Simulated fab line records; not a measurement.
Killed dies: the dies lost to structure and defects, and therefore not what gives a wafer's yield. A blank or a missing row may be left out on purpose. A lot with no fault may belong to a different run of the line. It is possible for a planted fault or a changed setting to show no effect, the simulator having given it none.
fab line records	flow n5-finfet
record: lots: 24	wafers: 72	last-day: 18
route steps=1938 shown BEOL_M1@794
lots untouched by any fault: they come from a run of this same line in which no faults occurred
start-h: hours from the record's first day to the start of the lot's first wafer shown	wait-h: how many hours have passed since the lot's step before this one	" identical to the entry in the row above	L1.1+2: a single row standing in for several wafers	- no value, or no start was given	* or withheld: withheld	< > ~ a bound
route shown NAME@n: NAME is a module with steps in the file, n the number in the route of the first one	usual: mean/standard deviation taken from wafers without a fault	same: alike in all rows	chamber/n: place in a boat	sites: each site's reading	_std_site: standard deviation of those values	_edge_site: the outer-site mean with the inner-site mean subtracted	radius-mm: for every site, how far away it sits from the centre of the wafer	mask NAME#n: copy n	behind: tool/chamber where the wafer was last shaped	hold: cause of the lot's hold/its duration in hours/its outcome	device: transistor that didn't switch, given as n, p or np	end of line: the tests these same wafers got at the end of their route	a step given without rows: its recipe and nothing more	killed: the dies lost at the first sort to structure and to defects; this is not the yield of the wafer	map: a wafer's dies, x killed, . not, _ none there
set.NAME: the setting the step ran with; set.NAME@STEP: the setting that earlier step ran with	model.NAME: the simulator's own value behind a step, which no gauge read
the route's steps for a sample of lots (tables are steps, rows are wafers)
services: a tool's chamber out of use, with start hour (start-h, from the record's first day; less than 0 if before it), hours out, and reason
== steps ==
step: N5_BEOL_M1_ETCH_70
recipe: chemistry: N2/H2	target: SOC	target-depth-a: 800	overetch-a: 160	mask-material: SiARC	temp-c: 40	time-s: 120	ion-energy-ev: 200	pressure-mtorr: 30	source-w: 840	bias-w: 150	n2-flow-sccm: 200	h2-flow-sccm: 200
usual: drypump-motor-current-A: 5.7/0.39	oes-product-au: 0.60/0.067	rf-vpp-V: 524.6/2.3	showerhead-plenum-p-Torr: 2.56/0.083	throttle-valve-pct: 17.80/0.27
lot.wafer	tool	chamber	start-h	wait-h	drypump-motor-current-A	oes-product-au	rf-hours-counter-h	rf-vpp-V	showerhead-plenum-p-Torr	throttle-valve-pct
L074.1	rie-diel-06	2	134.29	0.0	5.9	0.55	201	521.7	2.52	17.84
L074.3	"	3	"	"	5.3	0.54	232	520.5	2.41	18.22
L074.5	"	1	"	"	6.1	0.69	-	522.5	2.46	17.17
L075.3	rie-diel-02	2	134.48	0.0	6.1	0.54	235	527.2	2.60	17.99
L075.4	"	2	"	"	6.2	0.53	-	524.8	2.61	18.00
L075.5	"	1	"	"	5.4	0.57	-	527.8	2.65	18.15
L076.1	rie-diel-02	3	141.83	0.0	5.6	0.67	50	525.1	2.57	17.61
L076.2	"	1	"	"	5.4	0.58	167	528.2	2.65	18.16
L076.4	"	2	"	"	6.2	0.53	-	525.3	2.60	17.99
L077.2	rie-diel-05	2	147.75	0.0	5.6	0.60	117	521.9	2.44	17.55
L077.4	"	1	"	"	5.8	0.60	140	528.4	2.66	17.66
L077.5	"	0	"	"	5.1	0.54	-	526.1	2.62	18.16
L078.3	rie-diel-05	0	148.15	0.0	5.0	0.53	224	525.2	2.62	18.17
L078.5	"	2	"	"	5.6	0.60	-	521.9	2.44	17.53
L078.6	"	1	"	"	5.8	0.60	-	526.1	2.66	17.68
L079.2	rie-diel-02	3	157.35	0.0	5.6	0.64	55	524.8	2.57	17.63
L079.3	"	2	"	"	6.2	0.53	244	525.6	2.60	18.01
L079.4	"	0	"	"	6.5	0.71	5	525.5	2.61	17.74
L080.1	rie-diel-02	2	163.78	0.0	6.1	0.54	246	526.9	2.60	18.00
L080.2	"	3	"	"	5.5	0.65	57	525.7	2.57	17.64
L080.4	"	0	"	"	6.5	0.72	7	524.7	2.61	17.75
L081.1	rie-diel-05	3	186.02	0.0	5.7	0.55	229	526.5	2.60	17.86
L081.3	"	2	"	"	5.6	0.59	127	521.5	2.43	17.57
L081.4	"	0	"	"	5.1	0.52	234	527.9	2.62	18.17
L082.1	rie-diel-02	0	186.02	0.0	6.5	0.69	14	527.1	2.61	17.77
L082.4	"	1	"	"	5.4	0.56	-	526.0	2.64	18.20
L082.6	"	3	"	"	5.6	0.64	-	525.0	2.57	17.63
L083.3	rie-diel-06	2	190.21	0.0	5.9	0.54	220	522.3	2.51	17.88
L083.4	"	3	"	"	5.2	0.52	249	520.7	2.40	18.24
L083.5	"	1	"	"	6.0	0.67	-	522.2	2.45	17.20
L084.2	rie-diel-05	1	194.28	0.0	5.8	0.58	151	526.3	2.66	17.69
L084.3	"	2	"	"	5.6	0.60	129	521.2	2.43	17.58
L084.6	"	2	"	"	5.6	0.59	-	521.5	2.43	17.57
L085.2	rie-diel-02	1	194.46	0.0	5.4	0.56	186	527.2	2.64	18.20
L085.5	"	3	"	"	5.5	0.64	-	524.7	2.57	17.66
L085.6	"	1	"	"	5.4	0.57	-	527.5	2.64	18.19
L087.3	rie-diel-06	2	203.13	0.0	5.9	0.53	224	522.3	2.51	17.89
L087.4	"	1	"	"	6.1	0.66	-	521.9	2.45	17.19
L087.6	"	0	"	"	5.1	0.55	-	520.7	2.42	17.94
L086.1	rie-diel-02	1	203.58	0.0	5.4	0.56	190	526.3	2.64	18.20
L086.2	"	2	"	"	6.2	0.75	2	525.9	2.60	17.55
L086.6	"	2	"	"	6.1	0.76	-	524.5	2.60	17.55
L088.1	rie-diel-02	3	216.69	0.0	5.5	0.64	75	524.1	2.56	17.67
L088.3	"	0	"	"	6.5	0.68	25	525.4	2.60	17.78
L088.4	"	2	"	"	6.2	0.74	6	527.0	2.60	17.57
L089.2	rie-diel-06	1	225.64	0.0	6.1	0.65	70	520.8	2.45	17.24
L089.3	"	2	"	"	5.9	0.53	231	522.8	2.51	17.90
L089.4	"	1	"	"	6.1	0.65	-	521.0	2.45	17.22
L090.3	rie-diel-02	3	228.89	0.0	5.6	0.63	79	526.3	2.56	17.66
L090.4	"	0	"	"	6.5	0.68	29	525.9	2.60	17.80
L090.6	"	3	"	"	5.6	0.63	-	524.1	2.56	17.67
L092.3	rie-diel-05	3	238.50	0.0	5.7	0.53	244	525.4	2.59	17.89
L092.4	"	1	"	"	5.8	0.58	165	527.5	2.65	17.69
L092.5	"	3	"	"	5.7	0.54	-	526.9	2.59	17.90
L091.1	rie-diel-06	2	238.53	0.0	5.9	0.53	235	522.6	2.51	17.93
L091.2	"	3	"	"	5.3	0.75	6	529.8	2.71	17.83
L091.6	"	2	"	"	5.9	0.53	-	524.4	2.51	17.91
L093.4	rie-diel-02	0	238.57	0.0	6.5	0.67	32	525.8	2.60	17.79
L093.5	"	1	"	"	5.4	0.55	-	526.4	2.63	18.23
L093.6	"	0	"	"	6.5	0.67	-	526.2	2.60	17.78
L094.2	rie-diel-05	1	259.51	0.0	5.8	0.57	173	527.2	2.65	17.72
L094.5	"	3	"	"	5.8	0.53	-	524.4	2.59	17.91
L094.6	"	2	"	"	5.6	0.58	-	522.4	2.42	17.61
L095.1	rie-diel-06	2	259.55	0.0	5.9	0.52	241	523.2	2.50	17.94
L095.4	"	0	"	"	5.2	0.54	203	521.1	2.41	17.98
L095.6	"	3	"	"	5.3	0.73	-	527.8	2.71	17.83
L097.2	rie-diel-02	0	260.93	0.0	6.5	0.66	39	525.6	2.60	17.81
L097.4	"	2	"	"	6.1	0.72	19	523.8	2.59	17.57
L097.6	"	2	"	"	6.2	0.71	-	524.9	2.59	17.57
L096.1	rie-diel-05	2	260.96	0.0	5.7	0.58	152	521.8	2.42	17.60
L096.2	"	1	"	"	5.8	0.57	174	526.4	2.65	17.72
L096.4	"	2	"	"	5.6	0.57	-	521.5	2.42	17.60
step: N5_BEOL_M1_ALD_84
recipe: material: TaN	target-thk-a: *	temp-c: 275	ald-precursor-family: PDMAT	ald-co-reactant: NH3	pressure-torr: 3	carrier-flow-sccm: 1500	pulse-time-s: 2	purge-time-s: 3	co-reactant-purge-time-s: 2	co-reactant-pulse-time-s: 3	ald-cycles: 30	precursor-vessel-temp-c: 75	precursor-vessel-pressure-torr: 26.25	precursor-vessel-carrier-sccm: 1000
usual: heater-power-outer-w: 231/25	heater-power-w: 424/33	mfc-carrier-sccm: 1500/4.2
lot.wafer	tool	chamber	start-h	wait-h	heater-power-outer-w	heater-power-w	mfc-carrier-sccm
L074.1	ald-metal-03	0	135.26	0.0	187	401	1505
L074.3	"	3	"	"	281	475	1498
L074.5	"	0	"	"	191	397	1490
L075.3	ald-metal-01	3	135.46	0.2	199	407	1502
L075.4	"	1	"	"	229	418	1496
L075.5	"	2	"	"	206	388	1505
L076.1	ald-metal-01	0	142.68	0.0	251	416	1503
L076.2	"	2	"	"	210	388	1494
L076.4	"	3	"	"	200	413	1495
L077.2	ald-metal-02	2	148.79	0.0	222	405	1501
L077.4	"	2	"	"	219	408	1491
L077.5	"	1	"	"	263	491	1503
L078.3	ald-metal-02	0	149.03	0.0	251	448	1500
L078.5	"	2	"	"	215	398	1498
L078.6	"	0	"	"	244	435	1499
L079.2	ald-metal-01	0	158.20	0.0	249	430	1501
L079.3	"	2	"	"	209	383	1501
L079.4	"	1	"	"	234	419	1499
L080.1	ald-metal-03	3	164.88	0.2	269	474	1499
L080.2	"	1	"	"	249	461	1500
L080.4	"	2	"	"	208	394	1501
L082.1	ald-metal-02	2	186.97	0.1	215	395	1503
L082.4	"	0	"	"	244	429	1505
L082.6	"	1	"	"	258	503	1502
L081.1	ald-metal-01	1	186.98	0.1	236	428	1499
L081.3	"	2	"	"	210	396	1504
L081.4	"	2	"	"	212	385	1502
L083.3	ald-metal-01	3	191.25	0.0	206	400	1496
L083.4	"	2	"	"	211	385	1507
L083.5	"	1	"	"	234	418	1504
L084.2	ald-metal-03	2	195.17	0.0	206	397	1508
L084.3	"	1	"	"	244	452	1496
L084.6	"	1	"	"	242	454	1491
L085.2	ald-metal-01	2	195.29	0.0	211	377	1501
L085.5	"	3	"	"	208	419	1498
L085.6	"	1	"	"	231	425	1502
L087.3	ald-metal-03	2	203.88	0.0	217	401	1498
L087.4	"	0	"	"	194	396	1492
L087.6	"	3	"	"	288	476	1504
L086.1	ald-metal-03	0	204.44	0.1	195	401	1508
L086.2	"	1	"	"	245	461	1498
L086.6	"	1	"	"	242	456	1497
L088.1	ald-metal-01	0	217.43	0.0	250	428	1504
L088.3	"	2	"	"	208	386	1502
L088.4	"	1	"	"	233	411	1498
L089.2	ald-metal-01	1	226.31	0.1	235	425	1498
L089.3	"	2	"	"	212	390	1500
L089.4	"	3	"	"	205	399	1499
L090.3	ald-metal-03	0	229.90	0.0	192	396	1500
L090.4	"	2	"	"	208	394	1498
L090.6	"	1	"	"	245	459	1496
L092.3	ald-metal-02	0	239.50	0.1	248	443	1500
L092.4	"	2	"	"	217	413	1508
L092.5	"	2	"	"	219	400	1505
L091.1	ald-metal-03	0	239.51	0.1	190	396	1492
L091.2	"	2	"	"	202	398	1500
L091.6	"	3	"	"	280	479	1494
L093.4	ald-metal-02	2	242.22	0.1	212	407	1498
L093.5	"	1	"	"	263	503	1497
L093.6	"	2	"	"	220	404	1500
L094.2	ald-metal-01	3	260.32	0.1	209	420	1499
L094.5	"	0	"	"	242	429	1502
L094.6	"	1	"	"	237	414	1500
L095.1	ald-metal-02	3	260.34	0.0	240	411	1496
L095.4	"	0	"	"	254	438	1497
L095.6	"	3	"	"	237	419	1499
L097.2	ald-metal-01	3	262.40	0.0	208	410	1508
L097.4	"	1	"	"	229	434	1496
L097.6	"	3	"	"	204	392	1507
L096.1	ald-metal-02	3	262.52	0.1	241	408	1505
L096.2	"	2	"	"	215	401	1500
L096.4	"	0	"	"	249	449	1493
step: N5_BEOL_M1_ANNEAL_49
recipe: temp-c: 400	time-s: 240	ambient: vacuum
usual: heater-power-w: 861/76
lot.wafer	tool	chamber	start-h	wait-h	heater-power-w
L074.1	pvd-sputter-03	-	135.98	0.0	961
L074.3	"	-	"	"	899
L074.5	"	-	"	"	905
L075.3	pvd-sputter-01	-	136.89	0.0	728
L075.4	"	-	"	"	779
L075.5	"	-	"	"	831
L076.1	pvd-sputter-01	-	143.39	0.0	760
L076.2	"	-	"	"	984
L076.4	"	-	"	"	737
L077.2	pvd-sputter-03	-	149.41	0.0	891
L077.4	"	-	"	"	738
L077.5	"	-	"	"	740
L078.3	pvd-sputter-02	-	149.84	0.0	864
L078.5	"	-	"	"	905
L078.6	"	-	"	"	855
L079.2	pvd-sputter-02	-	159.00	0.0	885
L079.3	"	-	"	"	848
L079.4	"	-	"	"	843
L080.1	pvd-sputter-03	-	165.62	0.0	744
L080.2	"	-	"	"	951
L080.4	"	-	"	"	745
L082.1	pvd-sputter-03	-	187.49	0.0	970
L082.4	"	-	"	"	915
L082.6	"	-	"	"	966
L081.1	pvd-sputter-03	-	189.37	0.0	745
L081.3	"	-	"	"	890
L081.4	"	-	"	"	963
L083.3	pvd-sputter-03	-	192.01	0.0	742
L083.4	"	-	"	"	939
L083.5	"	-	"	"	748
L084.2	pvd-sputter-02	-	195.71	0.0	849
L084.3	"	-	"	"	896
L084.6	"	-	"	"	904
L085.2	pvd-sputter-01	-	195.87	0.0	964
L085.5	"	-	"	"	807
L085.6	"	-	"	"	723
L087.3	pvd-sputter-02	-	204.65	0.0	901
L087.4	"	-	"	"	858
L087.6	"	-	"	"	878
L086.1	pvd-sputter-01	-	205.41	0.0	967
L086.2	"	-	"	"	751
L086.6	"	-	"	"	971
L088.1	pvd-sputter-02	-	218.69	0.0	885
L088.3	"	-	"	"	859
L088.4	"	-	"	"	844
L089.2	pvd-sputter-02	-	227.02	0.0	844
L089.3	"	-	"	"	906
L089.4	"	-	"	"	832
L090.3	pvd-sputter-02	-	230.50	0.0	854
L090.4	"	-	"	"	810
L090.6	"	-	"	"	866
L092.3	pvd-sputter-03	-	240.26	0.0	914
L092.4	"	-	"	"	741
L092.5	"	-	"	"	965
L091.1	pvd-sputter-01	-	240.44	0.0	764
L091.2	"	-	"	"	748
L091.6	"	-	"	"	768
L093.4	pvd-sputter-03	-	243.34	0.0	889
L093.5	"	-	"	"	923
L093.6	"	-	"	"	762
L094.2	pvd-sputter-03	-	261.04	0.0	902
L094.5	"	-	"	"	953
L094.6	"	-	"	"	883
L095.1	pvd-sputter-02	-	261.06	0.0	838
L095.4	"	-	"	"	859
L095.6	"	-	"	"	824
L097.2	pvd-sputter-01	-	263.20	0.0	760
L097.4	"	-	"	"	749
L097.6	"	-	"	"	756
L096.1	pvd-sputter-03	-	263.22	0.0	751
L096.2	"	-	"	"	970
L096.4	"	-	"	"	898
step: N5_BEOL_M1_ANNEAL_80
recipe: temp-c: 400	time-s: 240	ambient: vacuum
usual: heater-power-w: 860/76
lot.wafer	tool	chamber	start-h	wait-h	heater-power-w
L074.1	pvd-sputter-03	-	136.20	0.0	968
L074.3	"	-	"	"	895
L074.5	"	-	"	"	921
L075.3	pvd-sputter-01	-	137.11	0.0	728
L075.4	"	-	"	"	805
L075.5	"	-	"	"	806
L076.1	pvd-sputter-01	-	143.61	0.0	761
L076.2	"	-	"	"	963
L076.4	"	-	"	"	736
L077.2	pvd-sputter-03	-	149.63	0.0	915
L077.4	"	-	"	"	733
L077.5	"	-	"	"	739
L078.3	pvd-sputter-02	-	150.06	0.0	845
L078.5	"	-	"	"	900
L078.6	"	-	"	"	860
L079.2	pvd-sputter-02	-	159.22	0.0	896
L079.3	"	-	"	"	870
L079.4	"	-	"	"	843
L080.1	pvd-sputter-03	-	165.84	0.0	772
L080.2	"	-	"	"	969
L080.4	"	-	"	"	759
L082.1	pvd-sputter-03	-	187.71	0.0	967
L082.4	"	-	"	"	934
L082.6	"	-	"	"	965
L081.1	pvd-sputter-03	-	189.59	0.0	734
L081.3	"	-	"	"	933
L081.4	"	-	"	"	987
L083.3	pvd-sputter-03	-	192.23	0.0	749
L083.4	"	-	"	"	860
L083.5	"	-	"	"	737
L084.2	pvd-sputter-02	-	195.93	0.0	853
L084.3	"	-	"	"	886
L084.6	"	-	"	"	907
L085.2	pvd-sputter-01	-	196.09	0.0	986
L085.5	"	-	"	"	798
L085.6	"	-	"	"	734
L087.3	pvd-sputter-02	-	204.87	0.0	910
L087.4	"	-	"	"	865
L087.6	"	-	"	"	910
L086.1	pvd-sputter-01	-	205.63	0.0	1000
L086.2	"	-	"	"	749
L086.6	"	-	"	"	937
L088.1	pvd-sputter-02	-	218.91	0.0	901
L088.3	"	-	"	"	860
L088.4	"	-	"	"	833
L089.2	pvd-sputter-02	-	227.24	0.0	833
L089.3	"	-	"	"	900
L089.4	"	-	"	"	836
L090.3	pvd-sputter-02	-	230.72	0.0	888
L090.4	"	-	"	"	835
L090.6	"	-	"	"	840
L092.3	pvd-sputter-03	-	240.48	0.0	882
L092.4	"	-	"	"	729
L092.5	"	-	"	"	980
L091.1	pvd-sputter-01	-	240.66	0.0	757
L091.2	"	-	"	"	739
L091.6	"	-	"	"	763
L093.4	pvd-sputter-03	-	243.56	0.0	893
L093.5	"	-	"	"	922
L093.6	"	-	"	"	749
L094.2	pvd-sputter-03	-	261.26	0.0	895
L094.5	"	-	"	"	961
L094.6	"	-	"	"	894
L095.1	pvd-sputter-02	-	261.28	0.0	848
L095.4	"	-	"	"	841
L095.6	"	-	"	"	848
L097.2	pvd-sputter-01	-	263.42	0.0	741
L097.4	"	-	"	"	778
L097.6	"	-	"	"	767
L096.1	pvd-sputter-03	-	263.44	0.0	729
L096.2	"	-	"	"	960
L096.4	"	-	"	"	885
step: N5_BEOL_M1_ANNEAL_91
recipe: temp-c: 400	time-s: 240	ambient: vacuum
usual: heater-power-w: 860/76
lot.wafer	tool	chamber	start-h	wait-h	heater-power-w
L074.1	pvd-sputter-03	-	137.08	0.0	985
L074.3	"	-	"	"	893
L074.5	"	-	"	"	868
L075.3	pvd-sputter-01	-	137.99	0.0	741
L075.4	"	-	"	"	799
L075.5	"	-	"	"	815
L076.1	pvd-sputter-01	-	144.49	0.0	753
L076.2	"	-	"	"	959
L076.4	"	-	"	"	746
L077.2	pvd-sputter-03	-	150.51	0.0	933
L077.4	"	-	"	"	740
L077.5	"	-	"	"	723
L078.3	pvd-sputter-02	-	150.94	0.0	838
L078.5	"	-	"	"	900
L078.6	"	-	"	"	854
L079.2	pvd-sputter-02	-	160.10	0.0	871
L079.3	"	-	"	"	870
L079.4	"	-	"	"	835
L080.1	pvd-sputter-03	-	166.72	0.0	746
L080.2	"	-	"	"	947
L080.4	"	-	"	"	734
L082.1	pvd-sputter-03	-	188.59	0.0	982
L082.4	"	-	"	"	924
L082.6	"	-	"	"	958
L081.1	pvd-sputter-03	-	190.47	0.0	747
L081.3	"	-	"	"	916
L081.4	"	-	"	"	967
L083.3	pvd-sputter-03	-	193.11	0.0	734
L083.4	"	-	"	"	906
L083.5	"	-	"	"	748
L084.2	pvd-sputter-02	-	196.81	0.0	871
L084.3	"	-	"	"	911
L084.6	"	-	"	"	911
L085.2	pvd-sputter-01	-	196.97	0.0	958
L085.5	"	-	"	"	795
L085.6	"	-	"	"	718
L087.3	pvd-sputter-02	-	205.75	0.0	908
L087.4	"	-	"	"	830
L087.6	"	-	"	"	905
L086.1	pvd-sputter-01	-	206.51	0.0	970
L086.2	"	-	"	"	765
L086.6	"	-	"	"	955
L088.1	pvd-sputter-02	-	219.79	0.0	908
L088.3	"	-	"	"	861
L088.4	"	-	"	"	838
L089.2	pvd-sputter-02	-	228.12	0.0	843
L089.3	"	-	"	"	909
L089.4	"	-	"	"	850
L090.3	pvd-sputter-02	-	231.60	0.0	844
L090.4	"	-	"	"	848
L090.6	"	-	"	"	840
L092.3	pvd-sputter-03	-	241.36	0.0	919
L092.4	"	-	"	"	760
L092.5	"	-	"	"	962
L091.1	pvd-sputter-01	-	241.54	0.0	768
L091.2	"	-	"	"	743
L091.6	"	-	"	"	759
L093.4	pvd-sputter-03	-	244.44	0.0	898
L093.5	"	-	"	"	898
L093.6	"	-	"	"	744
L094.2	pvd-sputter-03	-	262.14	0.0	861
L094.5	"	-	"	"	959
L094.6	"	-	"	"	902
L095.1	pvd-sputter-02	-	262.16	0.0	827
L095.4	"	-	"	"	818
L095.6	"	-	"	"	838
L097.2	pvd-sputter-01	-	264.30	0.0	770
L097.4	"	-	"	"	744
L097.6	"	-	"	"	758
L096.1	pvd-sputter-03	-	264.32	0.0	749
L096.2	"	-	"	"	971
L096.4	"	-	"	"	915
step: N5_BEOL_M1_DEP_57
recipe: material: SiCN	target-thk-a: 80	temp-c: withheld	precursor: 3MS/NH3	pressure-torr: 3	rf-w: 202	time-s: 14
usual: showerhead-plenum-p-Torr: 3.672/0.014	throttle-valve-pct: 9.3/0.51
lot.wafer	tool	chamber	start-h	wait-h	showerhead-plenum-p-Torr	throttle-valve-pct
L074.1	pecvd-03	0	139.23	0.6	3.678	9.1
L074.3	"	1	"	"	3.699	9.2
L074.5	"	1	"	"	3.693	9.4
L075.3	pecvd-02	2	140.11	0.0	3.657	8.5
L075.4	"	1	"	"	3.655	8.9
L075.5	"	2	"	"	3.664	8.1
L076.1	pecvd-04	2	146.05	0.0	3.663	8.6
L076.2	"	1	"	"	3.680	9.9
L076.4	"	0	"	"	3.684	9.9
L077.2	pecvd-03	0	152.07	0.0	3.693	8.8
L077.4	"	2	"	"	3.679	9.2
L077.5	"	0	"	"	3.669	9.1
L078.3	pecvd-04	0	152.64	0.0	3.671	9.6
L078.5	"	1	"	"	3.674	10.2
L078.6	"	2	"	"	3.660	8.7
L079.2	pecvd-04	2	161.67	0.0	3.669	9.0
L079.3	"	0	"	"	3.670	9.5
L079.4	"	1	"	"	3.674	10.1
L080.1	pecvd-03	1	168.28	0.0	3.687	9.2
L080.2	"	0	"	"	3.685	9.1
L080.4	"	2	"	"	3.677	8.9
L082.1	pecvd-03	0	190.16	0.0	3.682	8.7
L082.4	"	2	"	"	3.681	8.7
L082.6	"	1	"	"	3.696	9.1
L081.1	pecvd-02	1	192.04	0.0	3.655	9.1
L081.3	"	2	"	"	3.662	8.5
L081.4	"	2	"	"	3.659	8.7
L083.3	pecvd-04	2	194.74	0.0	3.662	8.8
L083.4	"	0	"	"	3.682	9.4
L083.5	"	1	"	"	3.670	9.9
L084.2	pecvd-03	1	199.06	0.0	3.696	9.4
L084.3	"	0	"	"	3.685	8.9
L084.6	"	0	"	"	3.681	9.1
L085.2	pecvd-04	1	199.62	0.0	3.677	10.3
L085.5	"	0	"	"	3.667	9.8
L085.6	"	2	"	"	3.663	8.9
L087.3	pecvd-04	1	207.34	0.0	3.680	10.1
L087.4	"	0	"	"	3.668	9.8
L087.6	"	1	"	"	3.672	10.0
L086.1	pecvd-02	1	208.07	0.0	3.646	8.8
L086.2	"	2	"	"	3.649	8.7
L086.6	"	2	"	"	3.648	8.6
L088.1	pecvd-04	0	221.69	0.0	3.673	9.5
L088.3	"	0	"	"	3.671	9.6
L088.4	"	1	"	"	3.677	10.1
L089.2	pecvd-02	1	229.79	0.0	3.640	8.8
L089.3	"	0	"	"	3.660	9.4
L089.4	"	0	"	"	3.658	9.4
L090.3	pecvd-03	2	233.16	0.0	3.669	9.2
L090.4	"	2	"	"	3.682	8.9
L090.6	"	0	"	"	3.674	8.9
L092.3	pecvd-03	0	242.92	0.0	3.679	8.8
L092.4	"	0	"	"	3.670	8.8
L092.5	"	2	"	"	3.682	8.8
L091.1	pecvd-03	2	243.21	0.0	3.692	9.0
L091.2	"	1	"	"	3.706	9.4
L091.6	"	0	"	"	3.680	9.3
L093.4	pecvd-04	0	246.04	0.0	3.682	9.6
L093.5	"	1	"	"	3.673	10.0
L093.6	"	0	"	"	3.676	9.6
L095.1	pecvd-03	0	263.96	0.0	3.686	9.1
L095.4	"	2	"	"	3.679	9.1
L095.6	"	0	"	"	3.680	8.9
L094.2	pecvd-02	1	264.01	0.0	3.647	9.0
L094.5	"	0	"	"	3.653	9.7
L094.6	"	2	"	"	3.652	8.7
L097.2	pecvd-02	0	265.86	0.0	3.651	9.8
L097.4	"	0	"	"	3.652	9.5
L097.6	"	1	"	"	3.654	8.8
L096.1	pecvd-04	1	265.88	0.0	3.679	10.3
L096.2	"	2	"	"	3.660	7.9
L096.4	"	1	"	"	3.680	10.2
== services ==
tool	chamber	start-h	hours	kind
ald-metal-03	-	110.64	0.5	repair
rie-diel-06	1	112.38	4.0	repair
ald-metal-02	3	121.90	41.2	repair
pvd-sputter-02	-	126.69	1.7	repair
rie-diel-02	0	128.44	-	clean
rie-diel-02	0	128.44	-	consumable-replace:focus-ring
rie-diel-02	0	128.44	15.9	scheduled-down
pvd-sputter-02	-	139.18	2.4	repair
pecvd-02	2	145.44	6.6	repair
rie-diel-02	3	148.52	2.5	repair
rie-diel-06	3	155.86	4.0	repair
ald-metal-01	3	165.54	3.3	repair
pvd-sputter-02	-	172.16	13.8	repair
ald-metal-01	0	186.90	23.9	repair
ald-metal-01	-	199.59	4.3	pm
pecvd-03	1	202.01	7.2	repair
rie-diel-06	3	224.10	7.6	repair
pecvd-03	-	225.47	1.4	repair
ald-metal-01	-	233.12	14.6	pm
pecvd-04	2	242.49	15.4	repair
rie-diel-06	-	243.11	0.3	repair
ald-metal-02	-	244.32	1.9	repair
pecvd-03	-	248.82	1.2	repair
ald-metal-02	3	265.58	6.9	repair
== key ==
fault none
